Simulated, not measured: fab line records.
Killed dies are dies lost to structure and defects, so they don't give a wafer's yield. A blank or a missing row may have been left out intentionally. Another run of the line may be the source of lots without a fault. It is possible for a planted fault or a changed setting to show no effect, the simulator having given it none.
fab line records ; flow n5Finfet
record lots=4; wafers=12; lastDay=19
route steps=1938 shown BEOL_M0_SAQP@644 BEOL_M0_CUTY@710 BEOL_M4@1111 PASSIVATION@1936
lots that met no fault: taken from a fault-free run of the same line
startH: hours from the record's first day to the start of the lot's first wafer shown ; waitH: how many hours have passed since the lot's step before this one ; " repeats the value in the row above ; L1.1+2: several wafers, shown together as one row ; - no value, or no start was given ; * or withheld: withheld ; < > ~ a bound
route shown NAME@n: NAME is a module with steps in the file, n the number in the route of the first one ; usual: the fault-free wafers' mean and standard deviation ; same: alike in all rows ; chamber/n: place in a boat ; sites: per-site readings ; _std_site: how widely they spread, as a standard deviation ; _edge_site: outer sites' mean less inner sites' ; radiusMm: for every site, how far away it sits from the centre of the wafer ; mask NAME#n: copy n ; behind: tool/chamber where the wafer was last shaped ; hold: reason for holding the lot/hours on hold/outcome of the hold ; device: the transistor (n, p or np) that didn't switch ; end of line: the route-end tests of the same wafers ; for a step that has no rows: nothing shown but its recipe ; killed: not the wafer's yield, but the dies lost to structure and defects at the first sort ; map: shows each die of a wafer: x if killed, . if not, _ if none is there
set.NAME: the run value of the setting; set.NAME@STEP: its run value at that earlier step ; model.NAME: the simulator's own value behind a step, which no gauge read
lots at selected steps of the route; one table per step, one row per wafer
services: a tool's chamber out of use, with start hour (startH, from the record's first day; less than 0 if before it), hours out, and reason
## steps
# step N5_BEOL_M0_SAQP_EBR_10
# recipe solvent=PGMEA; ebrWidthMm=1.5
# step N5_BEOL_M0_SAQP_SOFTBAKE_09
# recipe tempC=110; timeS=60; resist=CAR-ArF
# step N5_BEOL_M0_SAQP_EXPOSE_11
# recipe maskId=M0_CORE; na=1.35; sourceShape=dipole; sigmaInner=0.538; sigmaOuter=0.738; polarization=te; targetCdNm=42; doseMj=55
# step N5_BEOL_M0_SAQP_PEB_12
# recipe pebTempC=withheld; pebTimeS=60; resist=CAR-ArF
# step N5_BEOL_M0_SAQP_DEVELOP_13
# recipe developTimeS=30; developer=TMAH; resist=CAR-ArF; devTempC=23; rinseLiquid=diw; dry=airSpin
# step N5_BEOL_M0_SAQP_DESCUM_19
# recipe chemistry=O2; timeS=7.9; sourcePowerW=50; biasPowerW=20; pressureMtorr=20; rfFrequencyHz=2.712e+07; tempC=40; resist=CAR-ArF; o2FlowSccm=225
# step N5_BEOL_M0_SAQP_ETCH_83
# recipe chemistry=CF4; target=SiARC; targetDepthA=390; maskMaterial=CAR-ArF; timeS=65; ionEnergyEv=80; pressureMtorr=40; sourceW=545; biasW=36; Ar_flow_sccm=100; cf4FlowSccm=100; ends=cleared
# step N5_BEOL_M0_SAQP_ETCH_84
# recipe chemistry=N2/H2; target=SOC; targetDepthA=1000; overetchA=200; maskMaterial=SiARC; tempC=40; timeS=150; ionEnergyEv=200; pressureMtorr=30; sourceW=840; biasW=150; n2FlowSccm=200; h2FlowSccm=200
# step N5_BEOL_M0_SAQP_STRIP_80
# recipe chemistry=N2/H2; tempC=40; n2FlowSccm=200; h2FlowSccm=200; rfFrequencyHz=6e+07
# step N5_BEOL_M0_SAQP_HM_OPEN_112
# recipe chemistry=CHF3/O2; target=SiO2; stopOn=a-Si; targetDepthA=120; overEtchFrac=1.25; maskMaterial=SOC; timeS=13.5; pressureMtorr=30; sourceW=650; biasW=170; Ar_flow_sccm=200; CHF3_flow_sccm=50; O2_flow_sccm=5; ionEnergyEv=200; ends=endPoint
# usual biasW=170.0/0.58; drypumpMotorCurrentA=5.6/0.34; oesProductAu=0.50/0.056; rfVppV=524/13; showerheadPlenumPTorr=2.37/0.065; throttleValvePct=18.84/0.21
lot.wafer;tool;chamber;startH;waitH;biasW;drypumpMotorCurrentA;oesProductAu;rfHoursCounterH;rfVppV;showerheadPlenumPTorr;throttleValvePct
L350.1;rieDiel-02;3;222.27;0.0;170.3;5.7;0.46;234;507;2.36;19.06
L350.3;rieDiel-02;1;222.27;0.0;170.8;6.0;0.46;197;525;2.29;18.58
L350.5;rieDiel-02;2;222.27;0.0;169.6;5.5;0.47;-;544;2.38;18.81
L351.2;rieDiel-02;3;227.02;0.0;169.7;5.7;0.45;236;507;2.36;19.04
L351.5;rieDiel-02;2;227.02;0.0;170.1;5.5;0.47;-;544;2.38;18.83
L351.6;rieDiel-02;3;227.02;0.0;170.5;5.7;0.46;-;506;2.36;19.05
L352.1;rieDiel-06;3;233.57;0.0;170.3;5.4;0.48;185;529;2.30;19.19
L352.3;rieDiel-06;0;233.57;0.0;170.5;4.9;0.56;39;535;2.35;18.57
L352.4;rieDiel-06;3;233.57;0.0;170.0;5.4;0.49;-;527;2.30;19.20
L354.2;rieDiel-02;0;244.63;0.0;169.5;5.4;0.60;19;530;2.45;18.67
L354.3;rieDiel-02;1;244.63;0.0;170.2;6.0;0.46;202;525;2.29;18.58
L354.4;rieDiel-02;0;244.63;0.0;168.8;5.5;0.60;-;532;2.45;18.66
# step N5_BEOL_M0_SAQP_STRIP_113
# recipe chemistry=CHF3/O2; resist=SiARC; rfFrequencyHz=6e+07
# step N5_BEOL_M0_SAQP_MANDREL_ETCH_20
# recipe targetDepthA=600; chemistry=HBr/Cl2; target=a-Si; stopOn=SiNx; btTimeS=10; maskMaterial=SOC; overEtchFrac=0.5; timeS=30; pressureMtorr=10; icpW=800; biasW=75; HBr_flow_sccm=150; Cl2_flow_sccm=80; ends=endPoint
# step N5_BEOL_M0_SAQP_STRIP_86
# recipe chemistry=N2/H2; powerW=500; tempC=40; pressureMtorr=50; rfFrequencyHz=6e+07; overashFraction=0.3; biasPowerW=28; h2Frac=0.5; n2FlowSccm=300; h2FlowSccm=300
# step N5_BEOL_M0_SAQP_STRIP_115
# recipe chemistry=postEtchResidueRemover; timeS=60; tempC=25; removerPh=withheld; removerWaterWtPct=withheld; removerFluorideWtPct=withheld
# step N5_BEOL_M0_SAQP_SRD_93
# recipe dry=ipaMarangoni; timeS=30; tempC=23; rinseLiquid=diw
# step N5_BEOL_M0_SAQP_RECESS_114
# recipe chemistry=HF/NH3; target=SiO2; targetDepthA=144; afsCycles=3; tempC=30; sublimationTempC=180; sublimationTimeS=60
# step N5_BEOL_M0_SAQP_SPACER1_ALD_98
# recipe material=SiO2; targetThkA=128; tempC=300; aldPrecursorFamily=BDEAS; aldCoReactant=O2-plasma; pulseTimeS=1; purgeTimeS=2; coReactantPurgeTimeS=2; aldCycles=138; pressureTorr=2
# step N5_BEOL_M0_SAQP_SPACER1_ETCHBACK_99
# recipe chemistry=CHF3/O2; mode=anisotropicEtchback; target=SiO2; targetDepthA=154; timeS=7.7; pressureMtorr=30; sourceW=650; biasW=170; Ar_flow_sccm=200; CHF3_flow_sccm=50; O2_flow_sccm=5; ionEnergyEv=200
# step N5_BEOL_M0_SAQP_MANDREL1_REMOVE_100
# recipe chemistry=HBr/Cl2/O2; btTimeS=10; target=a-Si; stopOn=SiNx; endpoint=OES-SiCl; overEtchFrac=0.85; icpW=600; biasW=30; HBr_flow_sccm=150; Cl2_flow_sccm=80; O2_flow_sccm=5; pressureMtorr=10
# step N5_BEOL_M0_SAQP_ETCH_101
# recipe chemistry=CH3F/O2; target=SiNx; maskMaterial=SiO2; targetDepthA=299; timeS=42.7; pressureMtorr=30; sourceW=395; biasW=73; Ar_flow_sccm=150; CH3F_flow_sccm=30; O2_flow_sccm=20; ionEnergyEv=120
# step N5_BEOL_M0_SAQP_ETCH_102
# recipe chemistry=CF4; target=SiO2; targetDepthA=40; ionEnergyEv=350; timeS=4.4; pressureMtorr=10; icpW=800; biasW=400; cf4FlowSccm=80
# step N5_BEOL_M0_SAQP_MANDREL_ETCH_103
# recipe chemistry=HBr/Cl2; target=a-Si; targetDepthA=450; btTimeS=10; stopOn=SiCN; maskMaterial=SiO2; overEtchFrac=0.8; timeS=27; pressureMtorr=10; icpW=800; biasW=75; HBr_flow_sccm=150; Cl2_flow_sccm=80; ends=endPoint
# step N5_BEOL_M0_SAQP_RECESS_104
# recipe chemistry=HF/NH3; target=SiO2; targetDepthA=180; afsCycles=3; tempC=30; sublimationTempC=180; sublimationTimeS=60
# step N5_BEOL_M0_SAQP_COAT_105
# recipe resist=SOC; tempC=250; timeS=60; spinRpm=1500; resistThkNm=100
# step N5_BEOL_M0_SAQP_ETCH_106
# recipe chemistry=N2/H2; target=SOC; targetDepthA=1500; stopOn=SiNx; ionEnergyEv=100; biasW=61; pressureMtorr=30; sourceW=850; n2FlowSccm=200; h2FlowSccm=200
# step N5_BEOL_M0_SAQP_ETCH_107
# recipe chemistry=CH3F/O2; target=SiNx; targetDepthA=300; maskMaterial=SOC; pressureMtorr=30; sourceW=395; biasW=73; Ar_flow_sccm=150; CH3F_flow_sccm=30; O2_flow_sccm=20; ionEnergyEv=120
# step N5_BEOL_M0_SAQP_STRIP_108
# recipe chemistry=N2/H2; powerW=500; tempC=40; pressureMtorr=50; rfFrequencyHz=6e+07; overashFraction=0.3; biasPowerW=28; h2Frac=0.5; n2FlowSccm=300; h2FlowSccm=300
# step N5_BEOL_M0_SAQP_RECESS_109
# recipe chemistry=HF/NH3; target=SiO2; targetDepthA=30; afsCycles=1; tempC=30; sublimationTempC=180; sublimationTimeS=60
# step N5_BEOL_M0_SAQP_SPACER2_ALD_26
# recipe material=SiO2; targetThkA=150; tempC=300; aldPrecursorFamily=BDEAS; aldCoReactant=O2-plasma; pulseTimeS=1; purgeTimeS=2; coReactantPurgeTimeS=2; pressureTorr=2
# step N5_BEOL_M0_SAQP_SPACER2_ETCHBACK_27
# recipe chemistry=CHF3/O2; mode=anisotropicEtchback; target=SiO2; targetDepthA=225; timeS=11.25; pressureMtorr=30; sourceW=650; biasW=170; Ar_flow_sccm=200; CHF3_flow_sccm=50; O2_flow_sccm=5; ionEnergyEv=200
# step N5_BEOL_M0_SAQP_MANDREL2_REMOVE_110
# recipe chemistry=HBr/Cl2/O2; btTimeS=10; target=a-Si; stopOn=SiCN; endpoint=OES-SiCl; overEtchFrac=1; icpW=600; biasW=30; HBr_flow_sccm=150; Cl2_flow_sccm=80; O2_flow_sccm=5; pressureMtorr=10
# step N5_BEOL_M0_SAQP_COAT_69
# recipe resist=SOC; tempC=250; timeS=60; spinRpm=1500; resistThkNm=90
# step N5_BEOL_M0_SAQP_COAT_72
# recipe resist=SiARC; tempC=220; timeS=60; spinRpm=1500; resistThkNm=15
# step N5_BEOL_M0_SAQP_COAT_87
# recipe resist=underlayer; tempC=205; timeS=60; spinRpm=1500; resistThkNm=5
# step N5_BEOL_M0_SAQP_COAT_34
# recipe resist=CAR-EUV; spinRpm=1500; resistThkNm=30
# step N5_BEOL_M0_SAQP_EBR_36
# recipe solvent=PGMEA; ebrWidthMm=1.5
# step N5_BEOL_M0_SAQP_SOFTBAKE_35
# recipe tempC=110; timeS=60; resist=CAR-EUV
# step N5_BEOL_M0_SAQP_INSPECT_42
# recipe mode=adi; inspectInstrument=brightfield
# usual rawDefectCount=289/93
lot.wafer;tool;chamber;startH;waitH;rawDefectCount
L350.1;defectInspect-01;-;226.15;0.1;330
L350.3;defectInspect-01;-;226.15;0.1;246
L350.5;defectInspect-01;-;226.15;0.1;711
L351.2;defectInspect-02;-;230.80;0.0;419
L351.5;defectInspect-02;-;230.80;0.0;690
L351.6;defectInspect-02;-;230.80;0.0;336
L352.1;defectInspect-02;-;237.24;0.1;313
L352.3;defectInspect-02;-;237.24;0.1;476
L352.4;defectInspect-02;-;237.24;0.1;469
L354.2;defectInspect-01;-;249.47;0.0;416
L354.3;defectInspect-01;-;249.47;0.0;357
L354.4;defectInspect-01;-;249.47;0.0;441
# step N5_BEOL_M0_CUTY_INSPECT_59
# recipe mode=adi; inspectInstrument=macro
# usual rawDefectCount=2.1/1.5
lot.wafer;tool;chamber;startH;waitH;rawDefectCount
L350.1;defectInspect-02;-;227.56;0.0;2
L350.3;defectInspect-02;-;227.56;0.0;0
L350.5;defectInspect-02;-;227.56;0.0;>300
L351.2;defectInspect-02;-;233.06;0.0;1
L351.5;defectInspect-02;-;233.06;0.0;>300
L351.6;defectInspect-02;-;233.06;0.0;5
L352.1;defectInspect-02;-;238.90;0.0;2
L352.3;defectInspect-02;-;238.90;0.0;0
L352.4;defectInspect-02;-;238.90;0.0;3
L354.2;defectInspect-02;-;251.23;0.0;3
L354.3;defectInspect-02;-;251.23;0.0;2
L354.4;defectInspect-02;-;251.23;0.0;2
# step N5_BEOL_M4_RC_MEAS_101
# usual DIBL_N=36.0/1.7; DIBL_P=36.2/1.9; IOFF_N=0.154/0.028; IOFF_P=0.21/0.036; ION_N=675/11; ION_P=463/8.3; SS_N=71.4/0.63; SS_P=73.2/0.55; VT_N=250.2/3; VT_P=-251/3.7
lot.wafer;tool;chamber;startH;waitH;DIBL_N[mV/V];DIBL_P[mV/V];IOFF_N[nA/um];IOFF_P[nA/um];ION_N[uA/um];ION_P[uA/um];SS_N[mV/dec];SS_P[mV/dec];VT_N[mV];VT_P[mV]
L350.1;prober-01;0;339.84;0.0;37.6;37.2;0.167;0.23;667;467;71.5;73.9;250.3;-249
L350.3;prober-01;0;339.84;0.0;35.0;34.2;0.129;0.19;669;456;70.8;72.8;252.8;-248
L350.5;prober-01;0;339.84;0.0;35.9;36.0;0.144;0.21;660;460;71.6;73.5;253.2;-248
L351.2;prober-01;0;342.52;0.2;37.5;38.1;0.170;0.21;673;457;71.1;73.2;247.9;-251
L351.5;prober-01;0;342.52;0.2;39.3;40.3;0.205;0.25;679;462;72.0;73.2;246.4;-250
L351.6;prober-01;0;342.52;0.2;36.6;36.5;0.157;0.19;674;458;70.9;72.8;250.1;-250
L352.1;prober-02;0;342.53;0.0;35.8;36.0;0.154;0.23;668;470;70.8;72.6;248.9;-245
L352.3;prober-02;0;342.53;0.0;33.1;33.3;0.116;0.19;678;473;71.0;72.5;251.4;-248
L352.4;prober-02;0;342.53;0.0;37.5;38.5;0.195;0.27;682;474;72.5;73.5;245.2;-248
L354.2;prober-02;0;347.19;0.2;34.4;35.4;0.131;0.19;682;469;70.7;72.8;252.0;-249
L354.3;prober-02;0;347.19;0.2;40.2;41.1;0.244;0.28;697;463;72.4;74.3;245.3;-248
L354.4;prober-02;0;347.19;0.2;36.7;37.8;0.166;0.23;670;461;72.1;73.2;249.8;-246
# step N5_PASSIVATION_PROBE_49
# usual defectLimitedYield=90.9/1.4; killed_at_M0_to_M3=38/11; killed_at_M4_up=13/5.9; killedAtContacts=14/6.4; killedAtFrontEnd=38/11; killedAtOther=3.3/2.5; killedDies=107/16; killedOpen=70/12; killedShort=35/7.7; sort_bin_4_leakage=0.00/0.007; sort_bin_5_function=5.3/0.94; sort_bin_6_memory=3.5/0.7; sortNPass=1073/16; sortYieldPct=90.9/1.4
# same grossDies=1180; killedAtBackSide=0; sort_bin_8_speed[%]=0
lot.wafer;tool;chamber;startH;waitH;defectLimitedYield[%];killed_at_M0_to_M3;killed_at_M4_up;killedAtContacts;killedAtFrontEnd;killedAtOther;killedDies;killedOpen;killedShort;sort_bin_4_leakage[%];sort_bin_5_function[%];sort_bin_6_memory[%];sortNPass;sortYieldPct[%]
L350.5;prober-01;-;459.30;0.2;81.9;143;10;13;45;2;213;67;32;0;12.0;4.2;967;81.9
L352.1;prober-02;-;461.94;0.0;90.8;44;4;12;47;2;109;71;37;0;4.9;3.9;1071;90.8
L352.3;prober-02;-;462.04;0.1;94.5;29;5;8;19;4;65;39;26;0;3.4;1.9;1115;94.5
L352.4;prober-02;-;462.09;0.2;93.6;26;10;6;27;7;76;46;27;0;3.5;2.6;1104;93.6
L351.2;prober-01;-;464.26;0.1;92.4;27;6;15;35;7;90;55;34;0;5.4;2.1;1090;92.4
L351.5;prober-01;-;464.41;0.2;82.4;141;12;19;34;2;208;67;26;0;9.9;4.8;972;82.4
L351.6;prober-01;-;464.46;0.3;91.4;30;5;28;37;2;102;69;32;0;5.2;3.1;1078;91.4
# killed by level:class
L350.5 BEOL_M0_SAQP:unspecified=113 FIN_SAQP:geometricParticle:open=14 MOL_CONTACT_COAG:geometricParticle:open=11 BEOL_M4:geometricParticle:open=8 FIN_SAQP:geometricParticle:short=7 BEOL_M0_SAQP:geometricParticle:short=6 BEOL_M0:geometricParticle:open=6 STI_FIN_REVEAL:geometricParticle:open=5
L352.1 STI_FIN_REVEAL:geometricParticle:open=19 MOL_CONTACT_COAG:geometricParticle:open=12 BEOL_M3:geometricParticle:open=10 BEOL_M2:geometricParticle:open=7 BEOL_M3:geometricParticle:short=7 STI_FIN_REVEAL:geometricParticle:short=6 BEOL_M0_SAQP:geometricParticle:short=6 FIN_SAQP:geometricParticle:short=3
L352.3 BEOL_M2:geometricParticle:open=8 BEOL_M3:geometricParticle:open=6 STI_FIN_REVEAL:geometricParticle:open=5 MOL_CONTACT_COAG:geometricParticle:open=5 BEOL_M0_SAQP:geometricParticle:short=5 FIN_SAQP:geometricParticle:short=4 BEOL_M2:geometricParticle:short=4 FIN_SAQP:geometricParticle:open=3
L352.4 FIN_SAQP:geometricParticle:open=5 BEOL_M3:geometricParticle:short=5 DUMMY_GATE:geometricParticle:open=4 MOL_CONTACT_COAG:geometricParticle:open=4 BEOL_M0_SAQP:geometricParticle:open=4 BEOL_M0_SAQP:geometricParticle:short=4 BEOL_M3:geometricParticle:open=4 BEOL_M4:geometricParticle:open=4
L351.2 STI_FIN_REVEAL:geometricParticle:open=9 BEOL_M0_SAQP:geometricParticle:short=9 FIN_SAQP:geometricParticle:open=8 MOL_CONTACT_COAG:geometricParticle:open=8 MOL_CONTACT_COAG:geometricParticle:short=7 BEOL_M2:geometricParticle:open=7 FIN_SAQP:geometricParticle:short=6 BEOL_M0_SAQP:geometricParticle:open=3
L351.5 BEOL_M0_SAQP:unspecified=114 MOL_CONTACT_COAG:geometricParticle:open=15 STI_FIN_REVEAL:geometricParticle:open=12 GATE_CUT:geometricParticle:open=9 BEOL_M0_SAQP:geometricParticle:open=8 BEOL_M0_SAQP:geometricParticle:short=5 BEOL_M3:geometricParticle:open=5 MOL_CONTACT_COAG:geometricParticle:short=4
L351.6 MOL_CONTACT_COAG:geometricParticle:open=24 STI_FIN_REVEAL:geometricParticle:open=11 BEOL_M1:geometricParticle:open=7 FIN_SAQP:geometricParticle:open=6 FIN_SAQP:geometricParticle:short=6 BEOL_M0_SAQP:geometricParticle:short=5 MOL_CONTACT_COAG:geometricParticle:short=4 BEOL_M0_SAQP:geometricParticle:open=4
# map L350.5 (x killed, . not)
_________________..x.........________________
______________x................._____________
___________.x.x....x.x...........x.__________
__________.......x.x..xx.x......xx.._________
________.......x.xxxxx..x...x.......x._______
_______......x.xxxxxxxxxxx..xx.x.....x.______
______.x....x.xxxxxxxxxxxx...x....x....._____
_____.x.....xxxxxxxxxxxxx...x............____
____....x....x.xxxxxxxxxx.x.....x..x.....x___
___......x....xxxxxxxxxxx.x.....x..........__
___..........xxxxxxxxxxxxx.................__
__.........x....xxxxxxxxxx.................._
__........x......xxxxxxxxx.................._
_..........xxx....xxxx.x.x.x......x....x.....
_................xx..x.x.x....x.....x...x....
_xx..x.............x.xx......................
_...x....x..x....x.......x....x.......x......
_.................x............x............x
_.x..................x...x...................
_....x.......................x....x.........x
_.......x.......................xx..........x
__....x..................x...............x.._
__...............x.x..........x.x..........._
___....x.....x.xx....x...........x.........__
___.x......................................__
____..x.........x........x......x.........___
_____..x..x.............x................____
______.................................._____
_______..................x....x........______
________.......x........x............._______
__________.................x........_________
___________.x...................x..__________
______________......x..x....x..._____________
_________________.....x......________________
# map L351.5 (x killed, . not)
_________________...........x________________
______________..x............x.._____________
___________......x.............x...__________
__________.......xxxxxx.x..........._________
________.x......xx.xxxxxx.....x......._______
_______.......x..xxxxxxx.x.............______
______........xxxxxxxxxxxxx.x....x.....x_____
_____.......xxxxxxxxxxxxxx.x............x____
____..........xxxxxxxxxxxxx...x........x.x___
___.x......x.xxxxxxxxxxxx..x....x.........x__
___......x...xxxxxxxxxxxx..........x.......__
__........x.xxxxxxxxxxxxx.x......x.....x...._
__x.............x.xxxxxx...x..xx........x..._
_....x.......x.x..xx.xx........x..x....xxx...
_.......x.x.x....xxx...........x.......x...x.
_................x........x..x.......x......x
_...x........x.....x..x......x...............
_............................................
_..xx.........x......x.x............x........
_........x.x................x................
_.......................................x....
__..........x............x............x....._
__..............x.....................x...xx_
___.x.....................x..........x.....__
___...x.............x......x..........x....__
____...x....x....x.x......x...............___
_____....................................____
______.................................._____
_______.x..........................x..x______
________..x.............x............._______
__________..x.....................x._________
___________..........x.x...........__________
______________.................._____________
_________________............________________
## services
tool;chamber;startH;hours;kind
rieDiel-06;-;200.13;14.6;pm
rieDiel-06;2;226.76;7.4;repair
rieDiel-02;2;234.77;-;clean
rieDiel-02;2;234.77;-;consumableReplace:focusRing
rieDiel-02;2;234.77;18.5;scheduledDown
rieDiel-02;2;234.77;18.5;ventCycle
## key
firstSign step=N5_BEOL_M0_SAQP_INSPECT_42; reading=rawDefectCount; direction=up; sigmas=4.4; usual=289; struck=700
effect step=N5_BEOL_M0_CUTY_INSPECT_59; reading=rawDefectCount; direction=up; sigmas=99+; usual=2.1; struck=>300
effect step=N5_PASSIVATION_PROBE_49; reading=killed_at_M0_to_M3; direction=up; sigmas=9.2; usual=38; struck=142
moreKillsBornAt N5_BEOL_M0_SAQP_HM_OPEN_112@rieDiel-02=227
metAt N5_BEOL_M0_SAQP_HM_OPEN_112
struckWafers L350.5,L351.5
fault kind=chamberParticleSource; tool=rieDiel-02; chamber=2; onsetH=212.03; steps=N5_BEOL_M0_SAQP_HM_OPEN_112; ratePerVisitCm2=0.62662; endH=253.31
